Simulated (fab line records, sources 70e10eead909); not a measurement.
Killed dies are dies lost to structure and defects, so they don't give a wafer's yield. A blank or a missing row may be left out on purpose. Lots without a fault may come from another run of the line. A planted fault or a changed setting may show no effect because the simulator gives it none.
fab line records | flow nand_harc
record lots=12 wafers=34 last_day=24
route steps=1159 shown A_STAIRCASE@596 END@1159
lots that met no fault: from a run of the same line without faults
start_h: hours from the record's first day to the start of the lot's first wafer shown | wait_h: hours since the lot's step before | " the same as in the row above | L1.1+2: a row that stands for several wafers | - no value, or no start given | * or withheld: withheld | < > ~ a bound
route shown NAME@n: a module of which the file shows steps, and the number in the route of the first | usual: mean/standard deviation of fault-free wafers | same: alike in all rows | chamber/n: place in a boat | sites: the reading at each site | _std_site: their standard deviation | _edge_site: outer sites' mean less inner sites' | radius_mm: how far each site lies from the wafer's centre | mask NAME#n: copy n | behind: the tool/chamber that last shaped the wafer | hold: why the lot was held/for how many hours/how that ended | device: the transistor (n, p or np) that didn't switch | end of line: the same wafers' tests at the end of the route | a step without rows: its recipe alone | killed: dies lost to structure and defects at the first sort, not the wafer's yield | map: a wafer's dies, x killed, . not, _ none there
set.NAME: the setting as run; set.NAME@STEP: as run at that earlier step | model.NAME: the simulator's own value behind a step, which no gauge read
steps of the route over a sample of lots; a table a step, a row a wafer
services: from which hour (start_h, from the record's first day; less than 0 if before it) a tool's chamber was out of use, for how many hours, and why
## steps
# step NHARC_A_STAIRCASE_TRIM_202
# recipe time_s=211.2 o2_flow_sccm=500 ar_flow_sccm=0 bias_w=0 chemistry=O2
# usual drypump_motor_current_A=5.7/0.59 oes_product_au=0.999/0.0079 rf_vpp_V=57.8/0.96 showerhead_plenum_p_Torr=3.57/0.16 throttle_valve_pct=17.037/0.0083
# columns lot.wafer tool chamber start_h wait_h drypump_motor_current_A oes_product_au rf_hours_counter_h rf_vpp_V showerhead_plenum_p_Torr throttle_valve_pct
L387.4 rie_diel-08 1 - - 6.5 1.009 27 58.4 3.62 17.030
L387.1 " 2 " " 6.3 1.000 46 56.9 3.33 17.040
L387.6 " 0 " " 6.0 0.998 - 57.9 3.66 17.035
L390.1 rie_diel-08 2 - - 6.3 0.979 50 58.3 3.33 17.033
L390.3 " 3 " " 6.3 0.997 41 59.8 3.63 17.036
L390.6 " 3 " " 6.4 1.008 - 57.8 3.63 17.048
L393.1 rie_diel-07 2 - - 5.1 0.997 12 57.1 3.56 17.032
L393.6 " 1 " " 4.8 0.987 - 57.3 3.58 17.044
L393.5 " 2 " " 5.1 1.001 - 57.0 3.56 17.044
L392.4 rie_diel-07 1 - - 4.8 0.995 13 58.5 3.58 17.048
L392.2 " 2 " " 5.1 0.993 13 58.6 3.56 17.036
L392.6 " 0 " " 4.7 1.001 - 58.5 3.80 17.031
L396.3 rie_diel-08 0 - - 6.0 0.990 62 59.2 3.65 17.032
L396.4 " 1 " " 6.5 1.005 44 56.7 3.61 17.032
L396.5 " 2 " " 6.3 1.000 - 56.3 3.32 17.034
L398.1 rie_diel-02 0 - - 5.7 0.993 57 57.4 3.78 17.034
L398.5 " 3 " " 5.4 0.999 - 59.3 3.28 17.031
L398.6 " 0 " " 5.7 0.982 - 57.2 3.77 17.017
L401.4 rie_diel-07 1 - - 4.8 0.996 33 57.6 3.57 17.034
L401.5 " 3 " " 5.8 1.003 - 57.0 3.32 17.042
L402.4 rie_diel-07 0 - - 4.7 0.998 36 58.5 3.79 17.034
L402.5 " 3 " " 5.8 1.003 - 56.0 3.31 17.040
L406.3 rie_diel-02 2 - - 6.3 0.994 4 58.7 3.56 17.032
L406.2 " 3 " " 5.4 0.999 3 58.6 3.81 17.036
L406.6 " 2 " " 6.3 0.994 - 58.2 3.56 17.025
L407.3 rie_diel-08 1 - - 6.5 0.998 21 56.4 3.60 17.046
L407.6 " 1 " " 6.5 1.005 - 59.2 3.60 17.032
L407.5 " 2 " " 6.3 1.009 - 58.0 3.30 17.038
L408.2 rie_diel-08 3 - - 6.4 1.010 23 56.3 3.61 17.039
L408.3 " 0 " " 5.9 1.002 20 58.1 3.63 17.041
L408.5 " 1 " " 6.4 1.006 - 57.3 3.60 17.040
L409.1 rie_diel-07 0 - - 4.7 1.007 49 58.5 3.78 17.023
L409.2 " 2 " " 5.1 1.008 53 57.8 3.54 17.036
L409.4 " 0 " " 4.7 1.000 - 56.9 3.78 17.036
# step NHARC_A_STAIRCASE_DESCUM_219
# recipe time_s=3 o2_flow_sccm=200 ar_flow_sccm=0 bias_power_w=0 chemistry=O2
# usual drypump_motor_current_A=5.5/0.59 oes_product_au=0.999/0.0076 rf_vpp_V=57.8/0.96 showerhead_plenum_p_Torr=1.93/0.095 throttle_valve_pct=11.313/0.0089
# columns lot.wafer tool chamber start_h wait_h drypump_motor_current_A oes_product_au rf_hours_counter_h rf_vpp_V showerhead_plenum_p_Torr throttle_valve_pct
L387.1 rie_diel-07 3 242.54 - 5.8 1.001 1 57.5 1.80 11.297
L387.4 " 0 " " 4.7 1.008 1 58.8 2.08 11.311
L387.6 " 2 " " 5.0 0.995 - 57.5 1.93 11.323
L390.3 rie_diel-07 2 258.89 - 5.0 1.003 7 56.9 1.93 11.295
L390.1 " 3 " " 5.8 0.996 7 57.4 1.80 11.322
L390.6 " 3 " " 5.7 0.992 - 57.9 1.80 11.299
L393.1 rie_diel-07 1 271.02 - 4.8 1.000 13 59.6 1.94 11.305
L393.5 " 2 " " 5.0 1.007 - 57.9 1.93 11.316
L393.6 " 3 " " 5.7 0.999 - 58.5 1.80 11.315
L392.2 rie_diel-08 3 272.89 - 6.3 1.008 50 59.1 1.97 11.311
L392.4 " 2 " " 6.3 0.997 59 56.9 1.79 11.298
L392.6 " 3 " " 6.3 1.011 - 58.4 1.97 11.312
L396.4 rie_diel-02 0 290.39 - 5.7 1.003 47 58.4 2.06 11.325
L396.3 " 2 " " 6.3 1.001 39 58.3 1.94 11.306
L396.5 " 0 " " 5.7 1.004 - 57.0 2.06 11.310
L398.1 rie_diel-07 3 307.64 - 5.8 0.999 24 58.9 1.79 11.313
L398.6 " 2 " " 5.1 0.995 - 57.0 1.93 11.314
L398.5 " 3 " " 5.8 1.001 - 56.1 1.79 11.324
L401.4 rie_diel-02 2 324.18 - 6.3 0.988 50 58.0 1.93 11.306
L401.5 " 2 " " 6.3 0.988 - 59.2 1.93 11.300
L402.4 rie_diel-07 1 336.43 - 4.8 0.996 40 58.0 1.94 11.342
L402.5 " 2 " " 5.0 1.004 - 57.8 1.92 11.301
L406.2 rie_diel-07 1 354.03 - 4.8 0.999 43 57.9 1.93 11.315
L406.3 " 3 " " 5.8 0.997 42 56.8 1.79 11.326
L406.6 " 1 " " 4.8 0.989 - 57.7 1.93 11.281
L407.3 rie_diel-07 1 362.81 - 4.7 1.004 47 59.0 1.93 11.320
L407.6 " 3 " " 5.8 0.986 - 57.1 1.79 11.310
L407.5 " 0 " " 4.7 1.009 - 58.8 2.06 11.312
L408.3 rie_diel-08 3 367.44 - 6.3 1.016 23 58.4 1.96 11.316
L408.2 " 2 " " 6.3 1.016 25 56.1 1.78 11.303
L408.5 " 0 " " 5.9 1.001 - 56.6 1.98 11.310
L409.2 rie_diel-07 3 374.64 - 5.8 1.001 50 56.0 1.78 11.312
L409.4 " 1 " " 4.8 0.994 52 58.2 1.93 11.312
L409.1 " 2 " " 5.1 1.001 54 57.0 1.92 11.304
# step NHARC_A_STAIRCASE_TRIM_229
# recipe time_s=211.2 o2_flow_sccm=500 ar_flow_sccm=0 bias_w=0 chemistry=O2
# usual drypump_motor_current_A=5.6/0.59 oes_product_au=0.999/0.008 rf_vpp_V=57.8/0.83 showerhead_plenum_p_Torr=3.57/0.17 throttle_valve_pct=17.036/0.01
# columns lot.wafer tool chamber start_h wait_h drypump_motor_current_A oes_product_au rf_hours_counter_h rf_vpp_V showerhead_plenum_p_Torr throttle_valve_pct
L387.1 rie_diel-08 1 243.65 0.1 6.5 1.013 28 57.8 3.62 17.038
L387.4 " 3 " " 6.4 1.007 36 57.8 3.64 17.038
L387.6 " 0 " " 6.0 0.983 - 56.8 3.66 17.031
L390.1 rie_diel-07 3 262.89 0.1 5.8 0.998 10 58.6 3.33 17.049
L390.3 " 1 " " 4.8 0.996 10 58.4 3.58 17.038
L390.6 " 3 " " 5.8 0.995 - 57.4 3.33 17.040
L393.1 rie_diel-07 2 272.82 0.1 5.1 1.013 14 58.0 3.56 17.046
L393.6 " 2 " " 5.1 1.003 - 58.2 3.56 17.038
L393.5 " 3 " " 5.8 1.001 - 57.0 3.32 17.032
L392.4 rie_diel-08 3 274.07 0.1 6.4 1.004 51 57.1 3.63 17.039
L392.2 " 1 " " 6.5 1.023 39 58.4 3.62 17.049
L392.6 " 2 " " 6.3 0.998 - 57.1 3.32 17.045
L396.4 rie_diel-08 0 291.66 0.1 6.0 0.980 63 56.7 3.65 17.035
L396.3 " 1 " " 6.5 1.000 45 59.2 3.61 17.053
L396.5 " 0 " " 5.9 0.983 - 59.2 3.65 17.037
L398.1 rie_diel-07 0 308.81 0.1 4.7 0.993 25 57.9 3.79 17.045
L398.5 " 0 " " 4.7 0.995 - 59.6 3.79 17.049
L398.6 " 1 " " 4.8 0.990 - 58.2 3.57 17.032
L401.4 rie_diel-08 3 325.58 0.1 6.4 1.006 6 56.7 3.62 17.022
L401.5 " 2 " " 6.3 1.003 - 57.2 3.31 17.047
L402.4 rie_diel-08 2 337.84 0.1 6.3 1.011 14 57.0 3.31 17.029
L402.5 " 3 " " 6.3 1.012 - 57.4 3.62 17.024
L406.3 rie_diel-07 3 355.22 0.1 5.8 1.005 42 58.1 3.31 17.057
L406.2 " 0 " " 4.7 0.999 42 57.9 3.78 17.026
L406.6 " 0 " " 4.7 1.008 - 58.1 3.78 17.031
L407.3 rie_diel-07 1 364.02 0.1 4.8 0.993 47 57.9 3.56 17.032
L407.5 " 1 " " 4.8 0.991 - 59.0 3.56 17.037
L407.6 " 2 " " 5.1 0.996 - 59.4 3.54 17.024
L408.2 rie_diel-07 3 368.99 0.1 5.8 0.993 48 58.0 3.31 17.042
L408.3 " 1 " " 4.8 0.987 51 57.4 3.56 17.057
L408.5 " 3 " " 5.8 0.998 - 57.4 3.31 17.041
L409.2 rie_diel-07 0 375.74 0.1 4.7 1.001 50 57.8 3.78 17.046
L409.4 " 1 " " 4.8 0.991 53 56.4 3.56 17.035
L409.1 " 2 " " 5.1 1.003 54 59.5 3.54 17.030
# step NHARC_A_STAIRCASE_ETCH_236
# recipe target_depth_a=1000 time_s=40.5 ion_energy_ev=400 c4f8_flow_sccm=20 o2_flow_sccm=10 ar_flow_sccm=withheld rf_w=600 bias_w=1000 chemistry=C4F8/O2
# usual oes_product_au=0.942/0.0099 rf_vpp_V=897/6.3 run_length_s=61.9/0.41
# columns lot.wafer tool chamber start_h wait_h oes_product_au rf_hours_counter_h rf_vpp_V run_length_s
L387.4 rie_diel-08 0 244.52 - 0.930 45 900 61.5
L387.1 " 1 " " 0.944 29 898 61.6
L387.6 " 3 " " 0.968 - 900 61.3
L390.1 rie_diel-07 1 264.34 - 0.933 11 898 62.1
L390.3 " 2 " " 0.934 11 896 61.9
L390.6 " 0 " " 0.943 - 907 62.7
L393.1 rie_diel-07 2 273.85 - 0.934 14 898 62.3
L393.6 " 0 " " 0.950 - 905 62.6
L393.5 " 1 " " 0.937 - 898 62.2
L392.4 rie_diel-08 1 274.94 - 0.940 40 899 61.4
L392.2 " 0 " " 0.933 57 899 61.9
L392.6 " 2 " " 0.952 - 888 62.4
L396.4 rie_diel-08 1 294.02 - 0.953 47 898 61.4
L396.3 " 2 " " 0.944 68 887 61.8
L396.5 " 1 " " 0.927 - 898 61.3
L398.1 rie_diel-07 1 310.20 - 0.920 28 897 61.8
L398.5 " 2 " " 0.937 - 896 62.5
L398.6 " 3 " " 0.958 - 889 61.7
L401.4 rie_diel-08 0 328.01 - 0.947 7 900 61.4
L401.5 " 1 " " 0.948 - 899 73.9
L402.4 rie_diel-08 2 340.36 - 0.944 17 888 61.9
L402.5 " 0 " " 0.941 - 900 73.7
L406.2 rie_diel-07 3 356.89 - 0.950 44 887 61.9
L406.3 " 2 " " 0.945 46 896 62.1
L406.6 " 3 " " 0.951 - 887 61.9
L407.3 rie_diel-07 1 365.01 - 0.934 48 898 61.6
L407.6 " 1 " " 0.941 - 899 61.9
L407.5 " 2 " " 0.943 - 895 61.9
L408.3 rie_diel-07 0 370.03 - 0.941 48 904 62.4
L408.2 " 2 " " 0.933 52 896 62.0
L408.5 " 0 " " 0.934 - 906 62.6
L409.4 rie_diel-07 0 376.77 - 0.940 51 906 62.3
L409.1 " 2 " " 0.938 55 896 62.6
L409.2 " 3 " " 0.941 51 888 62.0
# step NHARC_END_SORT_01
# recipe temp_c=25
# usual killed_at_array=26/9.9 killed_at_other=0.8/1 killed_at_periphery=2.8/2.2 killed_dies=29/9.9 killed_open=3.2/1.8 killed_short=2.1/1.4
# same gross_dies=677
# columns lot.wafer tool chamber start_h wait_h killed_at_array killed_at_other killed_at_periphery killed_dies killed_open killed_short
L401.4 prober-01 0 514.50 3.4 21 0 1 22 6 4
L401.5 prober-01 0 515.30 3.7 674 0 3 677 6 7
L402.4 prober-02 0 527.61 3.4 34 0 7 41 6 0
L402.5 prober-02 0 528.40 3.7 663 0 2 665 3 2
# killed by level:class
L401.4 A_CHANNEL_HOLE_D1:chamber_film_flake=4 A_CONTACT:chamber_film_flake=4 A_CHANNEL_FILL_D1:geometric_particle:open=3 A_WL_FILL:geometric_particle:open=2 A_STAIRCASE:chamber_film_flake=2 P_M1:geometric_particle:short=1 A_ONON_D1:geometric_particle:short=1 A_CHANNEL_FILL_D1:geometric_particle:short=1
L401.5 A_STAIRCASE:area_etch=655 A_CONTACT:chamber_film_flake=3 P_GATE:geometric_particle:open=2 A_CHANNEL_FILL_D1:geometric_particle:short=2 A_SGD_CUT:geometric_particle:short=2 A_WL_FILL:geometric_particle:short=2 A_CONTACT:geometric_particle:open=2 A_CHANNEL_HOLE_D1:chamber_film_flake=2
L402.4 A_SLIT:chamber_film_flake=13 A_CHANNEL_HOLE_D1:chamber_film_flake=7 A_CONTACT:chamber_film_flake=5 P_CONTACT:chamber_film_flake=3 A_STAIRCASE:chamber_film_flake=3 P_GATE:geometric_particle:open=2 A_CONTACT:geometric_particle:open=2 A_WL_FILL:chamber_film_flake=2
L402.5 A_STAIRCASE:area_etch=638 A_SLIT:chamber_film_flake=12 A_CONTACT:chamber_film_flake=4 A_CHANNEL_HOLE_D1:chamber_film_flake=3 A_STAIRCASE:chamber_film_flake=3 P_M1:geometric_particle:open=1 P_M1:geometric_particle:short=1 A_STAIRCASE:geometric_particle:open=1
## services
# columns tool chamber start_h hours kind
rie_diel-07 - 228.33 9.0 pm
rie_diel-07 0 228.33 9.0 vent_cycle
rie_diel-07 1 228.33 9.0 vent_cycle
rie_diel-07 2 228.33 9.0 vent_cycle
rie_diel-07 3 228.33 9.0 vent_cycle
rie_diel-07 0 237.33 - clean
rie_diel-07 0 237.33 - consumable_replace:showerhead
rie_diel-07 1 237.33 - clean
rie_diel-07 1 237.33 - consumable_replace:focus_ring
rie_diel-07 2 237.33 - clean
rie_diel-07 3 237.33 - clean
rie_diel-02 2 253.28 25.0 repair
rie_diel-07 0 262.68 - clean
rie_diel-07 1 262.68 - clean
rie_diel-07 2 262.68 - clean
rie_diel-07 3 262.68 - clean
rie_diel-07 0 287.18 - clean
rie_diel-07 1 287.18 - clean
rie_diel-07 2 287.18 - clean
rie_diel-07 3 287.18 - clean
rie_diel-08 - 301.80 9.0 pm
rie_diel-07 0 311.68 - clean
rie_diel-02 3 338.36 6.1 repair
rie_diel-07 1 371.43 2.3 repair
## key
first_sign step=NHARC_A_STAIRCASE_ETCH_236 reading=run_length_s direction=up sigmas=29 usual=* struck=*
effect step=NHARC_END_SORT_01 reading=killed_at_array direction=up sigmas=65 usual=26 struck=668
more_kills_born_at NHARC_A_STAIRCASE_ETCH_236@rie_diel-08=1293
met_at NHARC_A_STAIRCASE_ETCH_236
struck_lots L401,L402
struck_wafers L401.5,L402.5
later_rows_left_out L401.5,L402.5
tester_left_out L401,L402
not_acting_at NHARC_A_STAIRCASE_TRIM_202,NHARC_A_STAIRCASE_DESCUM_219,NHARC_A_STAIRCASE_TRIM_229
onset_between 294.02 328.01
fault kind=process_parameter_drift tool=rie_diel-08 chamber=- onset_h=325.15 steps=NHARC_A_STAIRCASE_ETCH_236 channel=time_s offset=* shape=step end_h=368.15 scope=struck_wafers_only acts_in=* stated=*
# tester_left_out: of these lots the tester's yield and bins aren't shown, on N5 and GAA mostly nor the transistor test; their killed dies are dies lost to structure and defects alone, not to doping, threshold or leakage, so they don't give the yield
# later_rows_left_out: the simulator's readings of these wafers behind a module that went badly wrong aren't trusted and aren't shown, but for the sort
